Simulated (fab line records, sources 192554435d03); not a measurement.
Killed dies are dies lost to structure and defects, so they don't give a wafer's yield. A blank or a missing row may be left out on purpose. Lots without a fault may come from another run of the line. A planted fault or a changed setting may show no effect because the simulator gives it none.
Split-lot experiment | flow n5_finfet | 7 lots, 39 wafers read, on a route of 1938 steps

THE SPLIT
At N5_SD_EPI_N_DEVELOP_08 (develop time 30 s), the setting develop_time_s was moved away from the recipe's 30 s on 12 of the 39 wafers read, by -45.2% to +46.6%. The other wafers ran this setting at the recipe's value.

The file shows no step between the split and the reading.

THE READING
cd_nm, in nm, at N5_SD_EPI_N_CD_MEAS_09 (target cd 120 nm). Fault-free wafers of this fab line usually give 120.1 nm, standard deviation 0.66 nm.

wafer  | tool, chamber at the split | develop_time_s as run, s | against the recipe | cd_nm, nm | against lot-mates on the recipe
L074.1 | litho_track-04, 0          | 30                       | recipe             | 121.5     | -
L074.2 | litho_track-04, 0          | 30                       | recipe             | 121.5     | -
L074.3 | litho_track-04, 0          | 30                       | recipe             | 121.6     | -
L074.4 | litho_track-04, 0          | 30                       | recipe             | 121.5     | -
L074.5 | litho_track-04, 0          | 30                       | recipe             | 120.8     | -
L074.6 | litho_track-04, 0          | 30                       | recipe             | 121.1     | -
L076.1 | litho_track-03, 0          | 30                       | recipe             | 119.5     | -
L076.2 | litho_track-03, 0          | 30                       | recipe             | 119.6     | -
L076.3 | litho_track-03, 0          | 30                       | recipe             | 120.4     | -
L076.4 | litho_track-03, 0          | 16.43                    | -45.2%             | 116.7     | -3.1
L076.5 | litho_track-03, 0          | 16.43                    | -45.2%             | 116.9     | -2.9
L076.6 | litho_track-03, 0          | 16.43                    | -45.2%             | 116.8     | -3.0
L080.1 | litho_track-01, 0          | 30                       | recipe             | 120.4     | -
L080.2 | litho_track-01, 0          | 30                       | recipe             | 120.1     | -
L080.3 | litho_track-01, 0          | 30                       | recipe             | 119.9     | -
L080.4 | litho_track-01, 0          | 30                       | recipe             | 121.4     | -
L080.5 | litho_track-01, 0          | 30                       | recipe             | 120.7     | -
L080.6 | litho_track-01, 0          | 30                       | recipe             | 120.2     | -
L083.1 | litho_track-04, 0          | 30                       | recipe             | 120.5     | -
L083.2 | litho_track-04, 0          | 43.97                    | +46.6%             | 122.9     | +2.5
L083.3 | litho_track-04, 0          | 43.97                    | +46.6%             | 122.8     | +2.4
L083.4 | litho_track-04, 0          | 30                       | recipe             | 120.6     | -
L083.5 | litho_track-04, 0          | 30                       | recipe             | 120.0     | -
L083.6 | litho_track-04, 0          | 43.97                    | +46.6%             | 121.7     | +1.3
L085.1 | litho_track-04, 0          | 20.26                    | -32.5%             | 118.7     | -1.3
L085.2 | litho_track-04, 0          | 30                       | recipe             | 120.2     | -
L085.3 | litho_track-04, 0          | 20.26                    | -32.5%             | 117.8     | -2.2
L085.4 | litho_track-04, 0          | 30                       | recipe             | 120.0     | -
L085.5 | litho_track-04, 0          | 30                       | recipe             | 119.9     | -
L085.6 | litho_track-04, 0          | 20.26                    | -32.5%             | 117.9     | -2.1
L089.1 | litho_track-01, 0          | 37.54                    | +25.1%             | 121.0     | +1.5
L089.2 | litho_track-01, 0          | 37.54                    | +25.1%             | 121.3     | +1.8
L089.3 | litho_track-01, 0          | 30                       | recipe             | 119.7     | -
L089.4 | litho_track-01, 0          | 30                       | recipe             | 118.9     | -
L089.5 | litho_track-01, 0          | 37.54                    | +25.1%             | 121.2     | +1.7
L089.6 | litho_track-01, 0          | 30                       | recipe             | 119.9     | -
L097.1 | litho_track-01, 0          | 30                       | recipe             | 119.0     | -
L097.2 | litho_track-01, 0          | 30                       | recipe             | 119.6     | -
L097.4 | litho_track-01, 0          | 30                       | recipe             | 118.7     | -

THE FIT
A straight line over all 39 wafers: cd_nm changes by +0.0593 nm for each +1% of develop_time_s; r = +0.86; the points scatter about the line by 0.76 nm.
The same after taking each lot's own level away (the mean of its wafers on the recipe; 39 wafers): +0.0573 nm for each +1%; r = +0.95; scatter 0.42 nm.
On that fit, the largest move of develop_time_s shifts the reading by 2.7 nm.
The lots' own levels span 119.10 to 121.33 nm, that is 3.4 times the standard deviation above.
So the lot-to-lot level changes the slope little: the two slopes agree.
Check: with one of the wafers moved furthest among these (+46.6%) left out of the fit, the line predicts +2.62 nm for it against its lot-mates. It came out at +2.53 nm against them.

THE WHOLE CHAIN: every reading that the file lists as answering this split, in the file's order
step                   | what it does                                           | reading                                                         | change (the file's fit)                | r (the file's)
N5_SD_EPI_N_CD_MEAS_09 | target cd 120 nm                                       | cd_nm                                                           | +0.0575 nm for each +1% of the setting | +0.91
N5_SD_EPI_N_DESCUM_14  | chemistry O2, time 7.9 s                               | SD_EPI_N.cd_nm (the simulator's own value, which no gauge read) | +0.0608 nm for each +1% of the setting | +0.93
N5_SD_EPI_N_ETCH_34    | etches SiARC in CF4, target depth 45.5 nm, time 75.8 s | SD_EPI_N.cd_nm (the simulator's own value, which no gauge read) | +0.0589 nm for each +1% of the setting | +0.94

THE FILE'S OWN FIT
cd_nm changes by +0.0575 nm for each +1% of develop_time_s, r = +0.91.
